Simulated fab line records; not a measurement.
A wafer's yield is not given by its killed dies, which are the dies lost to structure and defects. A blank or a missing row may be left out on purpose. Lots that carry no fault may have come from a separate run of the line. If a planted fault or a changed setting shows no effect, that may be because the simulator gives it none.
Chamber matching :: flow n5 finfet :: N5_BEOL_M13_DESCUM_15 on rie diel-03 has 3 sister chambers
The step chemistry O2, time 7.9 s. 18 wafers are shown with their chamber, then 7 later ones without.

WAFERS WITH THEIR CHAMBER
wafer: L074.2
chamber: 2
drypump motor current A (A): 6.6
showerhead plenum p Torr (Torr): 2.07
throttle valve pct (%): 20.37

wafer: L074.3
chamber: 3
drypump motor current A (A): 5.4
showerhead plenum p Torr (Torr): 2.17
throttle valve pct (%): 20.78

wafer: L074.6
chamber: 3
drypump motor current A (A): 5.4
showerhead plenum p Torr (Torr): 2.18
throttle valve pct (%): 20.77

wafer: L075.1
chamber: 2
drypump motor current A (A): 6.6
showerhead plenum p Torr (Torr): 2.07
throttle valve pct (%): 20.36

wafer: L075.3
chamber: 3
drypump motor current A (A): 5.4
showerhead plenum p Torr (Torr): 2.18
throttle valve pct (%): 20.75

wafer: L075.5
chamber: 3
drypump motor current A (A): 5.4
showerhead plenum p Torr (Torr): 2.18
throttle valve pct (%): 20.76

wafer: L079.1
chamber: 0
drypump motor current A (A): 6.5
showerhead plenum p Torr (Torr): 2.15
throttle valve pct (%): 20.10

wafer: L079.2
chamber: 3
drypump motor current A (A): 5.4
showerhead plenum p Torr (Torr): 2.17
throttle valve pct (%): 20.80

wafer: L079.5
chamber: 3
drypump motor current A (A): 5.4
showerhead plenum p Torr (Torr): 2.17
throttle valve pct (%): 20.79

wafer: L089.2
chamber: 2
drypump motor current A (A): 6.6
showerhead plenum p Torr (Torr): 2.06
throttle valve pct (%): 20.40

wafer: L089.4
chamber: 3
drypump motor current A (A): 5.5
showerhead plenum p Torr (Torr): 2.17
throttle valve pct (%): 20.50

wafer: L089.5
chamber: 3
drypump motor current A (A): 5.4
showerhead plenum p Torr (Torr): 2.17
throttle valve pct (%): 20.51

wafer: L090.1
chamber: 0
drypump motor current A (A): 6.5
showerhead plenum p Torr (Torr): 2.14
throttle valve pct (%): 20.11

wafer: L090.3
chamber: 3
drypump motor current A (A): 5.4
showerhead plenum p Torr (Torr): 2.17
throttle valve pct (%): 20.50

wafer: L090.5
chamber: 0
drypump motor current A (A): 6.5
showerhead plenum p Torr (Torr): 2.14
throttle valve pct (%): 20.14

wafer: L092.1
chamber: 2
drypump motor current A (A): 6.6
showerhead plenum p Torr (Torr): 2.06
throttle valve pct (%): 20.41

wafer: L092.2
chamber: 3
drypump motor current A (A): 5.5
showerhead plenum p Torr (Torr): 2.17
throttle valve pct (%): 20.50

wafer: L092.3
chamber: 0
drypump motor current A (A): 6.5
showerhead plenum p Torr (Torr): 2.14
throttle valve pct (%): 20.15

SIGNATURES, as means of the wafers listed above
reading: drypump motor current A
chamber 0: 6.500
chamber 2: 6.600
chamber 3: 5.420
scatter within a chamber: 0.0327

reading: showerhead plenum p Torr
chamber 0: 2.1425
chamber 2: 2.0650
chamber 3: 2.1730
scatter within a chamber: 0.00507

reading: throttle valve pct
chamber 0: 20.1250
chamber 2: 20.3850
chamber 3: 20.6660
scatter within a chamber: 0.111
Rule: for each reading, subtract the chamber's mean from the wafer's reading, divide by that reading's scatter and square the result; add these up over the readings and take the root, which gives the wafer's distance from the chamber. The wafer belongs to the nearest chamber; if the next one is less than 2 further off, it can't be placed. The scatter: the root of (the sum of the squares of (reading less its chamber's mean) over the shown wafers, divided by (wafers less chambers)).

WAFERS MISSING THEIR CHAMBER
wafer: L095.1
drypump motor current A (A): 6.5
showerhead plenum p Torr (Torr): 2.14
throttle valve pct (%): 20.13

wafer: L095.3
drypump motor current A (A): 5.4
showerhead plenum p Torr (Torr): 2.16
throttle valve pct (%): 20.49

wafer: L095.6
drypump motor current A (A): 6.6
showerhead plenum p Torr (Torr): 2.05
throttle valve pct (%): 20.43

wafer: L094.3
drypump motor current A (A): 6.6
showerhead plenum p Torr (Torr): 2.05
throttle valve pct (%): 20.42

wafer: L094.6
drypump motor current A (A): 6.5
showerhead plenum p Torr (Torr): 2.14
throttle valve pct (%): 20.17

wafer: L097.1
drypump motor current A (A): 6.5
showerhead plenum p Torr (Torr): 2.14
throttle valve pct (%): 20.16

wafer: L097.3
drypump motor current A (A): 5.4
showerhead plenum p Torr (Torr): 2.16
throttle valve pct (%): 20.52

CHAMBER TAKEN BY EACH
wafer: L095.1
from the rows above: 0
in truth: 0

wafer: L095.3
from the rows above: 3
in truth: 3

wafer: L095.6
from the rows above: 2
in truth: 2

wafer: L094.3
from the rows above: 2
in truth: 2

wafer: L094.6
from the rows above: 0
in truth: 0

wafer: L097.1
from the rows above: 0
in truth: 0

wafer: L097.3
from the rows above: 3
in truth: 3
Correct placement for 7 of the 7. From these rows, 0 cannot be placed. Number placed wrongly: 0.
